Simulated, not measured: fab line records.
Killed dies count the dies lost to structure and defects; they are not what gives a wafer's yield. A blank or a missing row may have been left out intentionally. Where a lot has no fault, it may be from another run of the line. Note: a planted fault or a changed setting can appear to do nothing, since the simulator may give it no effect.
A struck lot beside a sound one ; flow nandHarc ; 14 out of 1302 route steps
Sound: the wafers L815.1, L815.3, L815.4. Struck: wafer L816.6. At the end, the cause is stated.
For every step that has rows: the tool of each side, followed by ch and its chambers, followed by its first start. Under that, the readings that differ: sound wafers ; struck wafers ; difference of the means ; sigmas: that difference in standard deviations of wafers without a fault.
alike: a reading whose means differ by less than 2 such deviations, as well as words and numbers matching on both sides. not compared: withheld readings; readings where some wafer has no value; bounds like >300 that might hide an equal value; numbers whose values overlap and for which the record gives no deviation.
A row with sigmas, a row that says differs or no value, or rows on one side alone: a step with any of these is where the two part. Non-overlapping numbers with no deviation appear without sigmas and do not part them. A reading missing from all wafers of one side parts the sides only when that side holds two or more wafers.

first, 5 steps without rows for these wafers: NHARC_A_CONTACT_SOFTBAKE_03 (time 55 s); NHARC_A_CONTACT_EBR_04; NHARC_A_CONTACT_EXPOSE_05 (exposes mask A CC); NHARC_A_CONTACT_PEB_06 (peb time 65 s); NHARC_A_CONTACT_DEVELOP_07 (develop time 35 s).
NHARC_A_CONTACT_CD_MEAS_08: the cd target is 200 nm.
  sound on cdSem-01 ch 0, day 28 02:15; struck on cdSem-03 ch 0, day 29 03:41
  alike: cdNm
NHARC_A_CONTACT_OVL_MEAS_09:
  sound: overlay-01 at day 28 02:20; struck: overlay-01 at day 29 03:46
  alike: overlayXNm, overlayYNm
NHARC_A_CONTACT_DESCUM_13: chemistry O2, time 3 s.
  sound on rieDiel-06 ch 1,2,3, day 28 02:26; struck on rieDiel-11 ch 2, day 29 03:53
  alike: drypumpMotorCurrentA, mfcArSccm, oesProductAu, rfVppV, showerheadPlenumPTorr, throttleValvePct
  not compared: rfHoursCounterH
NHARC_A_CONTACT_ETCH_88: etches the open film in CF4, target depth 39 nm, time 65 s.
  sound on rieDiel-06 ch 0,2,3, day 28 02:31; struck on rieDiel-11 ch 1, day 29 03:58
reading;sound;struck;difference;sigmas
oesProductAu (a.u.);0.991 1.008 0.986;0.969;-0.026;-3
  alike: cf4FlowSccm, drypumpMotorCurrentA, mfcArSccm, rfVppV, showerheadPlenumPTorr, throttleValvePct
  not compared: rfHoursCounterH
NHARC_A_CONTACT_ETCH_89: etches the open film in N2/H2, target depth 260 nm, time 475.3 s.
  sound: rieDiel-06 ch 1,2,3; struck: rieDiel-11 ch 2
  alike: drypumpMotorCurrentA, mfcArSccm, oesProductAu, rfVppV, showerheadPlenumPTorr, throttleValvePct
  not compared: rfHoursCounterH
NHARC_A_CONTACT_ETCH_30: etches the open film in CF4/CHF3, target depth 72.6 nm, time 36.3 s.
  sound: rieDiel-06 ch 0,1,3; struck: rieDiel-11 ch 2
  alike: cf4FlowSccm, drypumpMotorCurrentA, mfcArSccm, oesProductAu, rfVppV, showerheadPlenumPTorr, throttleValvePct
  not compared: rfHoursCounterH
NHARC_A_CONTACT_ETCH_31: etches the open film in O2/COS, target depth 2800 nm, time 728 s.
  sound on rieDiel-06 ch 0,2,3, day 28 03:02; struck on rieDiel-11 ch 0, day 29 04:40
reading;sound;struck;difference;sigmas
oesProductAu (a.u.);0.989 0.998 0.978;0.782;-0.206;-19
  alike: drypumpMotorCurrentA, mfcArSccm, rfVppV, showerheadPlenumPTorr, throttleValvePct
  not compared: rfHoursCounterH
NHARC_A_CONTACT_ETCH_134: etches the open film in C4F8/O2/Ar, time 140 s, target depth 700 nm.
  sound on harCapEtch-01 ch 0,1, day 28 03:35; struck on harCapEtch-01 ch 0, day 29 05:10
  not compared: rfHoursCounterH
NHARC_END_SORT_01:
  the record has rows for the sound wafers here (prober-02 ch 0, day 30 05:17) and none for the struck ones

== WHERE THEY PART ==
At NHARC_A_CONTACT_ETCH_88 first; at NHARC_END_SORT_01 last (within this record only).

WHY: what the simulator had put in
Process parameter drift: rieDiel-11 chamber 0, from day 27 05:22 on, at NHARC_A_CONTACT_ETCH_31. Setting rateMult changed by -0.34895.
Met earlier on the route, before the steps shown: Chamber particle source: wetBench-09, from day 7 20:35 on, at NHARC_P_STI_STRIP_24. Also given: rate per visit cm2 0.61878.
